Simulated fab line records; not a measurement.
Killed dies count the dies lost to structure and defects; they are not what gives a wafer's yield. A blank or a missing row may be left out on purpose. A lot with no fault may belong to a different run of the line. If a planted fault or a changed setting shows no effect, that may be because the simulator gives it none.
Chamber matching    flow n5_finfet    pecvd-03 running N5_BEOL_M2_ILD_DEP_00: 3 sister chambers
The step deposits SiOC from DEMS/O2, target thk 79 nm, time 15.3 s. 3 wafers are shown with their chamber, then 11 later ones without.

## WAFERS WITH THEIR CHAMBER
wafer   chamber  throttle_valve_pct (%)
L088.3  0        11.8
L089.5  1        12.5
L090.1  2        11.3

## WAFERS MISSING THEIR CHAMBER
wafer   throttle_valve_pct (%)
L090.2  12.5
L090.6  11.5
L091.1  12.6
L091.4  12.5
L091.5  12.5
L093.2  11.6
L093.3  11.7
L093.6  12.6
L094.1  11.3
L094.2  11.9
L094.4  12.5

## CHAMBER TAKEN BY EACH
wafer   from the rows above      in truth
L090.2  1                        1
L090.6  can't be placed: 2 or 0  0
L091.1  1                        1
L091.4  1                        1
L091.5  1                        1
L093.2  can't be placed: 0 or 2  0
L093.3  0                        0
L093.6  1                        1
L094.1  2                        2
L094.2  0                        0
L094.4  1                        1
Correct placement for 9 of the 11. These rows do not allow placing 2 (true chamber among the candidates in 2). 0 placed wrongly.
How it was worked out, from the rows above alone: a wafer's distance from a chamber is the root of the sum, over the readings, of the square of ((its reading less the chamber's mean) divided by the reading's scatter). The wafer belongs to the nearest chamber; if the next one is less than 2 further off, it can't be placed. The mean given for a chamber averages the wafers shown for that chamber. The scatter (one wafer shown for each chamber): square how far every hidden wafer sits from the nearest shown wafer, average those squares and take the square root.
